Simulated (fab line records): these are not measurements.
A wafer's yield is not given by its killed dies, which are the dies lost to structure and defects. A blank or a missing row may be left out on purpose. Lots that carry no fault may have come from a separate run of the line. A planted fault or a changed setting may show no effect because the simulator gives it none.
Which tool was responsible? || flow n5_finfet || 9 lots, 27 wafers sampled, at 2 steps of a route of 1938

== WHAT EACH GAUGE READ, for each wafer ==
N5_BEOL_M4_RC_MEAS_101.
{"lot": "L603", "measured": "day 9 16:22", "on": "prober-02", "DIBL_N (mV/V)": "36.9 37.0 35.6", "DIBL_P (mV/V)": "37.9 38.1 36.5", "IOFF_N (nA/um)": "0.179 0.182 0.160", "IOFF_P (nA/um)": "0.22 0.22 0.20", "ION_N (uA/um)": "673 688 697", "ION_P (uA/um)": "463 466 464", "SS_N (mV/dec)": "71.6 71.7 70.8", "SS_P (mV/dec)": "74.8 73.9 74.3", "VT_N (mV)": "245.1 246.4 248.8", "VT_P (mV)": "-251 -250 -253"}
{"lot": "L605", "measured": "day 10 08:52", "on": "prober-01", "DIBL_N (mV/V)": "39.4 35.7 37.3", "DIBL_P (mV/V)": "38.9 35.8 36.8", "IOFF_N (nA/um)": "0.212 0.142 0.167", "IOFF_P (nA/um)": "0.32 0.25 0.27", "ION_N (uA/um)": "686 662 666", "ION_P (uA/um)": "472 470 473", "SS_N (mV/dec)": "71.8 70.8 72.1", "SS_P (mV/dec)": "74.2 73.1 73.3", "VT_N (mV)": "244.7 251.3 248.1", "VT_P (mV)": "-242 -244 -246"}
{"lot": "L611", "measured": "day 11 22:40", "on": "prober-02", "DIBL_N (mV/V)": "34.6 34.3 36.5", "DIBL_P (mV/V)": "35.7 35.6 38.5", "IOFF_N (nA/um)": "0.129 0.123 0.157", "IOFF_P (nA/um)": "0.19 0.19 0.22", "ION_N (uA/um)": "658 671 670", "ION_P (uA/um)": "457 467 464", "SS_N (mV/dec)": "71.6 71.3 71.7", "SS_P (mV/dec)": "72.6 72.8 72.6", "VT_N (mV)": "253.8 253.7 250.7", "VT_P (mV)": "-253 -250 -250"}
{"lot": "L612", "measured": "day 12 06:45", "on": "prober-02", "DIBL_N (mV/V)": "37.3 36.9 36.6", "DIBL_P (mV/V)": "36.9 36.7 36.5", "IOFF_N (nA/um)": "0.188 0.187 0.175", "IOFF_P (nA/um)": "0.22 0.22 0.21", "ION_N (uA/um)": "682 675 680", "ION_P (uA/um)": "458 459 461", "SS_N (mV/dec)": "72.1 72.5 72.1", "SS_P (mV/dec)": "73.1 73.4 72.7", "VT_N (mV)": "246.8 244.9 248.3", "VT_P (mV)": "-248 -250 -249"}
{"lot": "L615", "measured": "day 12 23:14", "on": "prober-01", "DIBL_N (mV/V)": "41.2 38.5 39.1", "DIBL_P (mV/V)": "40.7 38.3 39.0", "IOFF_N (nA/um)": "0.249 0.185 0.202", "IOFF_P (nA/um)": "0.29 0.24 0.26", "ION_N (uA/um)": "683 671 689", "ION_P (uA/um)": "464 459 474", "SS_N (mV/dec)": "72.4 72.3 71.2", "SS_P (mV/dec)": "75.1 73.9 73.4", "VT_N (mV)": "244.6 248.4 243.9", "VT_P (mV)": "-246 -248 -248"}
{"lot": "L618", "measured": "day 13 16:11", "on": "prober-01", "DIBL_N (mV/V)": "38.4 35.0 35.9", "DIBL_P (mV/V)": "42.3 37.9 38.6", "IOFF_N (nA/um)": "0.213 0.145 0.164", "IOFF_P (nA/um)": "0.29 0.21 0.23", "ION_N (uA/um)": "685 680 682", "ION_P (uA/um)": "470 470 471", "SS_N (mV/dec)": "72.8 70.8 71.5", "SS_P (mV/dec)": "74.2 72.1 72.9", "VT_N (mV)": "246.6 248.1 250.8", "VT_P (mV)": "-245 -250 -249"}
{"lot": "L617", "measured": "day 13 19:29", "on": "prober-01", "DIBL_N (mV/V)": "33.9 34.3 34.3", "DIBL_P (mV/V)": "34.1 34.0 33.9", "IOFF_N (nA/um)": "0.123 0.123 0.128", "IOFF_P (nA/um)": "0.21 0.20 0.21", "ION_N (uA/um)": "676 665 663", "ION_P (uA/um)": "477 459 467", "SS_N (mV/dec)": "71.4 71.0 71.2", "SS_P (mV/dec)": "72.4 73.1 72.2", "VT_N (mV)": "255.8 254.4 256.5", "VT_P (mV)": "-246 -248 -247"}
{"lot": "L620", "measured": "day 14 04:17", "on": "prober-01", "DIBL_N (mV/V)": "36.0 34.9 35.7", "DIBL_P (mV/V)": "37.1 35.2 36.3", "IOFF_N (nA/um)": "0.169 0.145 0.164", "IOFF_P (nA/um)": "0.22 0.19 0.22", "ION_N (uA/um)": "669 662 672", "ION_P (uA/um)": "465 456 462", "SS_N (mV/dec)": "71.8 71.6 71.7", "SS_P (mV/dec)": "73.4 73.5 73.8", "VT_N (mV)": "249.5 252.3 250.3", "VT_P (mV)": "-250 -251 -248"}
{"lot": "L621", "measured": "day 14 08:29", "on": "prober-01", "DIBL_N (mV/V)": "36.3 36.5 38.5", "DIBL_P (mV/V)": "35.8 35.5 39.0", "IOFF_N (nA/um)": "0.173 0.165 0.217", "IOFF_P (nA/um)": "0.24 0.23 0.30", "ION_N (uA/um)": "681 671 696", "ION_P (uA/um)": "463 462 473", "SS_N (mV/dec)": "71.5 72.0 72.0", "SS_P (mV/dec)": "73.2 74.0 74.1", "VT_N (mV)": "246.1 247.7 243.8", "VT_P (mV)": "-246 -246 -245"}

N5_BEOL_M8_OVL_MEAS_29.
{"lot": "L603", "measured": "day 11 09:10", "on": "overlay-02", "V7_OVL (nm)": "0.0 0.7 0.2"}
{"lot": "L605", "measured": "day 11 21:17", "on": "overlay-01", "V7_OVL (nm)": "0.2 0.5 -0.4"}
{"lot": "L611", "measured": "day 13 08:34", "on": "overlay-01", "V7_OVL (nm)": "0.1 0.6 1.2"}
{"lot": "L612", "measured": "day 13 22:27", "on": "overlay-01", "V7_OVL (nm)": "-0.5 0.5 -0.5"}
{"lot": "L615", "measured": "day 14 12:41", "on": "overlay-02", "V7_OVL (nm)": "-0.5 -0.3 0.2"}
{"lot": "L618", "measured": "day 15 02:27", "on": "overlay-01", "V7_OVL (nm)": "-0.7 -1.2 -1.2"}
{"lot": "L617", "measured": "day 15 10:46", "on": "overlay-01", "V7_OVL (nm)": "-0.2 -0.7 -0.4"}
{"lot": "L620", "measured": "day 15 14:59", "on": "overlay-02", "V7_OVL (nm)": "0.2 -0.2 0.5"}
{"lot": "L621", "measured": "day 15 17:12", "on": "overlay-02", "V7_OVL (nm)": "0.5 -0.4 -0.4"}

== WHICH TOOL RAN EACH LOT (tool, then ch and the chambers of the sampled wafers, then the start) ==
No process step before these readings appears in the record.

== WHAT THE TOOLS THEMSELVES READ (means of the sampled wafers that have a number; where no wafer has one, the mark that the record gives instead) ==
The record holds no such reading with a usual standard deviation.

== THE ANSWER, worked out from the rows above alone ==
Rule: what is usual is taken from the lots themselves. Put in order of their means at a reading, lots are off if they are a third of the lots or fewer, leave a main group of 4 or more, and stand apart from it by a gap of 3 or more times the standard deviation of the main group's means; of several such gaps the widest counts. A main group whose means are all the same, to the digits that the tables above print for the reading, isn't used. Also off: a lot with no number at a reading for which 4 or more lots have one. Any other lot the step has rows for is counted as sound. First the gauges in route order, then the tools' own readings, where a lot's mean is used as printed above. At the first step where some lot is off, the reading lying furthest off is the one used; lots without a number count as furthest.
Nothing can be told from this: no lot is off at any reading shown.

== WHAT THE SIMULATOR HAD PUT IN ==
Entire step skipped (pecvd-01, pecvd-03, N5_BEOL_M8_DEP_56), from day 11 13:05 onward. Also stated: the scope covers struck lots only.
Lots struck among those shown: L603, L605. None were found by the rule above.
